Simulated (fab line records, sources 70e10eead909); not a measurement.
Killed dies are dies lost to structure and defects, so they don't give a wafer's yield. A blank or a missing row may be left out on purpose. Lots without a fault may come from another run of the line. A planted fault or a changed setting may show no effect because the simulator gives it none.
fab line records | flow nand_harc | part 1 of 2: steps 1 to 3 of 6
record lots=20 wafers=60 last_day=33
route steps=1302 shown P_ZERO_WELL@46 P_STI@88 P_GATE@144 P_CONTACT@241 P_M0@266
lots that met no fault: from a run of the same line without faults
start_h: hours from the record's first day to the start of the lot's first wafer shown | wait_h: hours since the lot's step before | " the same as in the row above | L1.1+2: a row that stands for several wafers | - no value, or no start given | * or withheld: withheld | < > ~ a bound
route shown NAME@n: a module of which the file shows steps, and the number in the route of the first | usual: mean/standard deviation of fault-free wafers | same: alike in all rows | chamber/n: place in a boat | sites: the reading at each site | _std_site: their standard deviation | _edge_site: outer sites' mean less inner sites' | radius_mm: how far each site lies from the wafer's centre | mask NAME#n: copy n | behind: the tool/chamber that last shaped the wafer | hold: why the lot was held/for how many hours/how that ended | device: the transistor (n, p or np) that didn't switch | end of line: the same wafers' tests at the end of the route | a step without rows: its recipe alone | killed: dies lost to structure and defects at the first sort, not the wafer's yield | map: a wafer's dies, x killed, . not, _ none there
set.NAME: the setting as run; set.NAME@STEP: as run at that earlier step | model.NAME: the simulator's own value behind a step, which no gauge read
steps of the route over a sample of lots; a table a step, a row a wafer
services: from which hour (start_h, from the record's first day; less than 0 if before it) a tool's chamber was out of use, for how many hours, and why
## steps
# step NHARC_P_ZERO_WELL_DESCUM_39
# recipe time_s=3 o2_flow_sccm=200 ar_flow_sccm=0 bias_power_w=0 chemistry=O2
# usual drypump_motor_current_A=5.8/0.38 o2_flow_sccm=200.1/0.56 oes_product_au=0.998/0.0073 rf_vpp_V=57.5/0.83 showerhead_plenum_p_Torr=1.86/0.056 throttle_valve_pct=11.311/0.0099
# columns lot.wafer tool chamber start_h wait_h drypump_motor_current_A o2_flow_sccm oes_product_au rf_hours_counter_h rf_vpp_V showerhead_plenum_p_Torr throttle_valve_pct
L074.1 rie_diel-04 0 24.28 - 5.6 200.1 0.990 3 56.6 1.81 11.313
L074.3 " 1 " " 5.7 199.7 1.003 3 55.7 1.79 11.306
L074.6 " 1 " " 5.7 199.9 1.002 - 57.6 1.79 11.305
L075.3 rie_diel-04 3 34.54 - 6.3 200.1 0.985 5 57.7 1.93 11.315
L075.6 " 0 " " 5.6 199.9 0.988 - 56.8 1.81 11.298
L075.5 " 1 " " 5.7 200.1 0.998 - 58.0 1.79 11.297
L076.2 rie_diel-12 1 44.42 - 5.2 199.8 0.992 29 57.2 1.91 11.307
L076.4 " 2 " " 6.0 200.4 1.000 36 57.9 1.85 11.304
L076.3 " 0 " " 6.6 201.0 1.006 37 55.8 1.85 11.307
L077.3 rie_diel-04 2 54.48 - 5.7 200.5 1.000 14 57.6 1.95 11.308
L077.5 " 2 " " 5.7 199.4 0.999 - 57.5 1.95 11.300
L077.4 " 0 " " 5.6 199.8 1.004 - 55.2 1.81 11.304
L078.3 rie_diel-12 1 64.40 - 5.2 200.0 0.986 36 58.0 1.90 11.300
L078.2 " 0 " " 6.6 200.3 1.008 46 56.6 1.85 11.331
L078.6 " 1 " " 5.2 200.6 0.999 - 59.3 1.90 11.311
L079.1 rie_diel-04 0 74.40 - 5.6 200.6 0.990 20 57.3 1.81 11.314
L079.2 " 2 " " 5.7 200.2 0.986 18 58.9 1.95 11.315
L079.6 " 0 " " 5.6 199.6 0.988 - 58.1 1.81 11.313
L081.1 rie_diel-04 3 94.73 - 6.3 199.6 1.003 29 58.4 1.93 11.303
L081.4 " 0 " " 5.6 200.1 0.990 - 57.0 1.80 11.309
L081.6 " 2 " " 5.7 199.6 1.000 - 57.8 1.95 11.316
L082.2 rie_diel-12 0 104.46 - 6.6 199.3 1.004 1 58.6 1.84 11.294
L082.6 " 1 " " 5.2 200.8 0.988 - 56.3 1.90 11.315
L082.5 " 2 " " 6.1 198.3 0.987 - 55.9 1.84 11.309
L083.2 rie_diel-04 2 114.46 - 5.7 200.4 1.007 35 56.7 1.94 11.324
L083.4 " 0 " " 5.6 200.2 0.999 35 57.0 1.80 11.300
L083.6 " 1 " " 5.7 200.1 1.001 - 56.2 1.79 11.302
L085.4 rie_diel-12 1 134.37 - 5.1 199.9 1.004 11 58.7 1.90 11.313
L085.1 " 2 " " 6.1 199.1 0.996 11 57.8 1.84 11.331
L085.5 " 0 " " 6.6 200.5 1.019 - 57.6 1.84 11.311
L086.2 rie_diel-04 2 145.30 - 5.7 200.4 0.998 45 56.3 1.94 11.322
L086.4 " 3 " " 6.3 200.1 0.994 45 57.5 1.92 11.303
L086.3 " 0 " " 5.6 200.4 0.994 45 56.4 1.80 11.316
L088.3 rie_diel-07 2 164.45 - 5.4 200.8 0.991 14 57.7 1.84 11.300
L088.4 " 3 " " 5.5 199.5 1.004 13 57.9 1.93 11.321
L088.6 " 2 " " 5.4 200.7 0.991 - 57.4 1.84 11.310
L089.6 rie_diel-07 1 174.33 - 5.7 200.1 0.996 - 56.2 1.88 11.314
L089.4 " 2 " " 5.4 199.3 0.995 - 57.4 1.84 11.306
L089.5 " 0 " " 5.4 199.5 0.990 - 57.8 1.79 11.326
L090.1 rie_diel-12 1 184.43 - 5.2 200.8 1.003 30 57.1 1.89 11.304
L090.4 " 2 " " 6.0 200.5 0.980 32 57.8 1.83 11.314
L090.6 " 1 " " 5.2 200.7 0.993 - 57.2 1.89 11.315
L091.2 rie_diel-07 0 194.53 - 5.5 199.4 0.997 21 58.5 1.79 11.314
L091.3 " 3 " " 5.5 201.0 1.002 21 56.6 1.93 11.315
L091.5 " 0 " " 5.4 199.7 0.999 - 57.1 1.79 11.315
L092.3 rie_diel-12 0 204.41 - 6.6 200.0 1.005 30 58.2 1.83 11.300
L092.4 " 1 " " 5.2 198.4 1.004 36 58.4 1.89 11.304
L092.5 " 2 " " 6.0 200.0 0.999 - 57.2 1.83 11.314
L093.1 rie_diel-04 3 214.26 - 6.3 199.9 0.995 9 58.3 1.91 11.300
L093.2 " 0 " " 5.6 199.0 0.998 9 57.3 1.79 11.315
L093.3 " 1 " " 5.7 199.4 0.994 12 56.9 1.78 11.313
L094.2 rie_diel-04 1 227.48 - 5.7 199.5 1.010 16 56.5 1.78 11.310
L094.3 " 2 " " 5.7 199.7 0.988 14 57.7 1.93 11.311
L094.5 " 0 " " 5.6 200.6 1.005 - 58.3 1.79 11.300
L096.2 rie_diel-07 0 244.32 - 5.5 200.3 0.996 34 57.7 1.78 11.305
L096.3 " 3 " " 5.4 199.9 1.005 36 57.5 1.93 11.304
L096.6 " 0 " " 5.4 200.4 1.004 - 57.4 1.78 11.313
L097.3 rie_diel-04 3 254.39 - 6.3 200.4 0.992 25 57.0 1.91 11.317
L097.5 " 1 " " 5.7 200.6 1.015 - 57.1 1.77 11.315
L097.6 " 2 " " 5.7 200.3 0.995 - 58.6 1.93 11.304
# step NHARC_P_ZERO_WELL_RTA_42
# recipe temp_c=1100 time_s=300
# usual lamp_power_pct=40.1/0.7 lamp_zone_1_pct=40.1/0.7 lamp_zone_2_pct=40.1/0.7 lamp_zone_5_pct=40.1/0.7 lamp_zone_6_pct=40.1/0.7 wafer_temp_C_max=1104.8/1.2
# columns lot.wafer tool chamber start_h wait_h lamp_power_pct lamp_zone_1_pct lamp_zone_2_pct lamp_zone_5_pct lamp_zone_6_pct wafer_temp_C_max
L074.1 rtp_anneal-01 0 26.76 - 39.2 39.2 39.2 39.2 39.2 1103.9
L074.3 " 0 " " 39.3 39.2 39.3 39.2 39.2 1104.6
L074.6 " 0 " " 39.2 39.3 39.2 39.2 39.2 1104.3
L075.3 rtp_anneal-02 0 37.20 - 40.7 40.6 40.6 40.7 40.6 1107.7
L075.5 " 0 " " 40.6 40.6 40.7 40.8 40.5 1105.8
L075.6 " 0 " " 40.6 40.6 40.6 40.7 40.6 1105.5
L076.2 rtp_anneal-02 0 47.15 - 40.7 40.7 40.7 40.6 40.6 1104.1
L076.3 " 0 " " 40.7 40.7 40.7 40.6 40.6 1104.3
L076.4 " 0 " " 40.7 40.7 40.7 40.7 40.7 1103.3
L077.3 rtp_anneal-02 0 57.25 - 40.8 40.6 40.6 40.6 40.6 1107.6
L077.4 " 0 " " 40.7 40.6 40.7 40.6 40.7 1103.5
L077.5 " 0 " " 40.7 40.6 40.7 40.6 40.7 1105.5
L078.2 rtp_anneal-02 0 67.04 - 40.6 40.6 40.6 40.6 40.6 1105.2
L078.3 " 0 " " 40.6 40.7 40.6 40.6 40.6 1103.6
L078.6 " 0 " " 40.6 40.6 40.7 40.7 40.6 1107.0
L079.1 rtp_anneal-01 0 77.21 - 39.1 39.2 39.1 39.1 39.1 1104.0
L079.2 " 0 " " 39.1 39.2 39.2 39.1 39.1 1103.9
L079.6 " 0 " " 39.3 39.2 39.2 39.2 39.2 1103.5
L081.1 rtp_anneal-02 0 97.55 - 40.6 40.7 40.6 40.6 40.6 1104.8
L081.4 " 0 " " 40.5 40.6 40.6 40.6 40.5 1105.2
L081.6 " 0 " " 40.6 40.6 40.6 40.6 40.6 1104.7
L082.2 rtp_anneal-02 0 107.33 - 40.6 40.6 40.6 40.6 40.5 1105.8
L082.5 " 0 " " 40.6 40.5 40.5 40.6 40.5 1104.7
L082.6 " 0 " " 40.5 40.5 40.6 40.5 40.5 1103.6
L083.2 rtp_anneal-02 0 117.13 - 40.6 40.6 40.5 40.5 40.5 1105.2
L083.4 " 0 " " 40.5 40.6 40.6 40.5 40.6 1106.4
L083.6 " 0 " " 40.5 40.5 40.5 40.5 40.5 1105.5
L085.1 rtp_anneal-01 0 136.96 - 39.1 39.1 39.1 39.1 39.0 1103.8
L085.4 " 0 " " 39.2 39.1 39.1 39.1 39.1 1102.9
L085.5 " 0 " " 39.1 39.1 39.1 39.1 39.1 1103.0
L086.2 rtp_anneal-02 0 148.07 - 40.7 40.6 40.7 40.6 40.7 1106.4
L086.3 " 0 " " 40.7 40.6 40.7 40.7 40.6 1109.2
L086.4 " 0 " " 40.5 40.7 40.6 40.6 40.6 1105.3
L088.3 rtp_anneal-02 0 167.30 - 40.6 40.6 40.6 40.6 40.6 1105.3
L088.4 " 0 " " 40.6 40.6 40.6 40.7 40.6 1103.8
L088.6 " 0 " " 40.6 40.7 40.6 40.7 40.6 1105.8
L089.4 rtp_anneal-02 0 177.13 - 40.7 40.7 40.7 40.6 40.6 1105.7
L089.5 " 0 " " 40.8 40.7 40.7 40.7 40.7 1104.6
L089.6 " 0 " " 40.6 40.6 40.7 40.6 40.6 1105.5
L090.1 rtp_anneal-02 0 187.03 - 40.6 40.5 40.6 40.6 40.5 1104.7
L090.4 " 0 " " 40.5 40.6 40.5 40.6 40.5 1105.7
L090.6 " 0 " " 40.5 40.5 40.5 40.5 40.6 1104.8
L091.2 rtp_anneal-02 0 197.25 - 40.8 40.7 40.6 40.7 40.7 1105.6
L091.3 " 0 " " 40.7 40.6 40.6 40.7 40.7 1105.5
L091.5 " 0 " " 40.6 40.7 40.7 40.7 40.6 1107.2
L092.3 rtp_anneal-01 0 207.23 - 39.2 39.2 39.2 39.2 39.2 1103.5
L092.4 " 0 " " 39.2 39.2 39.3 39.2 39.2 1103.6
L092.5 " 0 " " 39.2 39.2 39.2 39.3 39.2 1104.3
L093.1 rtp_anneal-01 0 216.74 - 39.2 39.2 39.2 39.3 39.2 1103.9
L093.2 " 0 " " 39.2 39.2 39.2 39.3 39.1 1103.8
L093.3 " 0 " " 39.3 39.2 39.3 39.2 39.2 1105.3
L094.2 rtp_anneal-02 0 230.21 - 40.6 40.7 40.7 40.7 40.6 1104.6
L094.3 " 0 " " 40.6 40.7 40.7 40.7 40.6 1107.2
L094.5 " 0 " " 40.7 40.6 40.7 40.7 40.6 1104.7
L096.2 rtp_anneal-01 0 247.18 - 39.1 39.2 39.2 39.2 39.2 1104.3
L096.3 " 0 " " 39.2 39.2 39.2 39.2 39.1 1102.6
L096.6 " 0 " " 39.1 39.2 39.2 39.2 39.2 1104.8
L097.3 rtp_anneal-02 0 257.17 - 40.7 40.7 40.6 40.7 40.6 1104.3
L097.5 " 0 " " 40.7 40.6 40.7 40.6 40.6 1105.3
L097.6 " 0 " " 40.7 40.8 40.7 40.7 40.7 1105.6
# step NHARC_P_STI_ETCH_42
# recipe target_depth_a=800 overetch_a=240 time_s=61 ion_energy_ev=200 n2_flow_sccm=150 h2_flow_sccm=150 ar_flow_sccm=0 rf_w=400 bias_w=150 chemistry=N2/H2
# usual drypump_motor_current_A=5.6/0.38 oes_product_au=1.000/0.0075 rf_vpp_V=430/3 showerhead_plenum_p_Torr=2.03/0.11 throttle_valve_pct=14.170/0.0092
# columns lot.wafer tool chamber start_h wait_h drypump_motor_current_A oes_product_au rf_hours_counter_h rf_vpp_V showerhead_plenum_p_Torr throttle_valve_pct
L074.3 rie_diel-10 2 46.43 0.1 5.1 1.004 13 434 2.12 14.170
L074.1 " 0 " " 5.5 1.001 13 435 2.19 14.172
L074.6 " 2 " " 5.1 1.006 - 434 2.12 14.175
L075.3 rie_diel-10 3 57.46 0.1 5.6 0.994 14 428 1.96 14.154
L075.5 " 1 " " 5.4 0.991 - 427 1.91 14.180
L075.6 " 3 " " 5.6 0.985 - 429 1.96 14.179
L076.2 rie_diel-10 3 64.86 0.1 5.6 0.984 14 428 1.96 14.172
L076.3 " 0 " " 5.5 1.004 14 434 2.19 14.171
L076.4 " 1 " " 5.3 1.002 12 426 1.91 14.165
L077.3 rie_diel-01 1 74.15 0.1 5.2 0.991 2 433 2.13 14.169
L077.4 " 0 " " 4.9 1.000 - 434 2.20 14.168
L077.5 " 1 " " 5.2 0.999 - 434 2.13 14.172
L078.2 rie_diel-08 3 82.60 0.1 5.3 1.005 5 427 1.93 14.154
L078.3 " 0 " " 5.9 0.995 5 428 1.99 14.156
L078.6 " 3 " " 5.3 1.002 - 428 1.93 14.160
L079.2 rie_diel-08 3 94.88 0.1 5.2 1.005 6 428 1.93 14.176
L079.1 " 1 " " 5.8 1.006 6 433 2.17 14.157
L079.6 " 2 " " 6.1 1.001 - 429 1.92 14.179
L081.4 rie_diel-08 2 113.71 0.1 6.0 1.007 6 427 1.92 14.181
L081.1 " 0 " " 5.9 1.005 6 430 1.98 14.170
L081.6 " 2 " " 6.1 1.008 - 427 1.92 14.170
L082.2 rie_diel-10 2 123.84 0.1 5.1 1.002 5 433 2.12 14.161
L082.5 " 2 " " 5.1 0.995 - 432 2.12 14.165
L082.6 " 3 " " 5.6 0.997 - 429 1.96 14.191
L083.2 rie_diel-08 1 133.46 0.1 5.8 1.008 8 433 2.17 14.178
L083.4 " 2 " " 6.0 0.999 7 428 1.92 14.169
L083.6 " 0 " " 5.9 1.003 - 431 1.98 14.181
L085.1 rie_diel-10 3 153.95 0.1 5.6 0.992 6 428 1.96 14.156
L085.4 " 1 " " 5.4 0.999 7 428 1.91 14.183
L085.5 " 2 " " 5.1 0.986 - 433 2.12 14.166
L086.2 rie_diel-08 1 165.47 0.1 5.8 1.005 10 434 2.17 14.163
L086.4 " 3 " " 5.3 1.008 9 427 1.93 14.155
L086.3 " 0 " " 5.9 1.003 9 428 1.98 14.170
L088.3 rie_diel-10 1 184.93 0.1 5.4 0.989 10 427 1.91 14.177
L088.4 " 3 " " 5.6 0.992 10 429 1.96 14.158
L088.6 " 0 " " 5.5 1.002 - 434 2.19 14.173
L089.4 rie_diel-01 3 193.98 0.1 5.1 1.009 - 434 2.13 14.161
L089.5 " 1 " " 5.2 1.003 - 433 2.13 14.162
L089.6 " 2 " " 6.1 0.996 - 430 1.94 14.178
L090.4 rie_diel-08 2 205.50 0.1 6.0 1.007 0 427 1.92 14.184
L090.1 " 1 " " 5.8 1.020 0 434 2.17 14.175
L090.6 " 2 " " 6.0 1.008 - 429 1.92 14.178
L091.3 rie_diel-01 2 213.32 0.1 6.2 1.005 0 428 1.94 14.175
L091.2 " 1 " " 5.3 1.008 0 432 2.13 14.168
L091.5 " 2 " " 6.2 1.001 - 428 1.94 14.171
L092.3 rie_diel-08 1 226.12 0.1 5.8 1.005 2 435 2.17 14.191
L092.4 " 3 " " 5.3 0.992 2 427 1.93 14.194
L092.5 " 1 " " 5.8 1.004 - 434 2.17 14.166
L093.3 rie_diel-01 1 235.09 0.1 5.2 1.006 1 434 2.13 14.169
L093.1 " 2 " " 6.2 0.995 1 429 1.94 14.173
L093.2 " 0 " " 4.9 1.008 1 435 2.19 14.166
L094.3 rie_diel-01 2 248.18 0.1 6.2 1.001 1 428 1.94 14.175
L094.2 " 3 " " 5.2 1.002 1 432 2.13 14.171
L094.5 " 3 " " 5.1 0.986 - 432 2.13 14.174
L096.2 rie_diel-10 0 264.79 0.1 5.5 1.012 1 434 2.18 14.162
L096.3 " 1 " " 5.3 1.012 2 425 1.91 14.149
L096.6 " 3 " " 5.6 1.011 - 428 1.96 14.178
L097.3 rie_diel-01 2 272.96 0.1 6.2 1.005 3 427 1.94 14.187
L097.6 " 1 " " 5.2 1.008 - 433 2.13 14.170
L097.5 " 2 " " 6.2 0.993 - 428 1.94 14.172
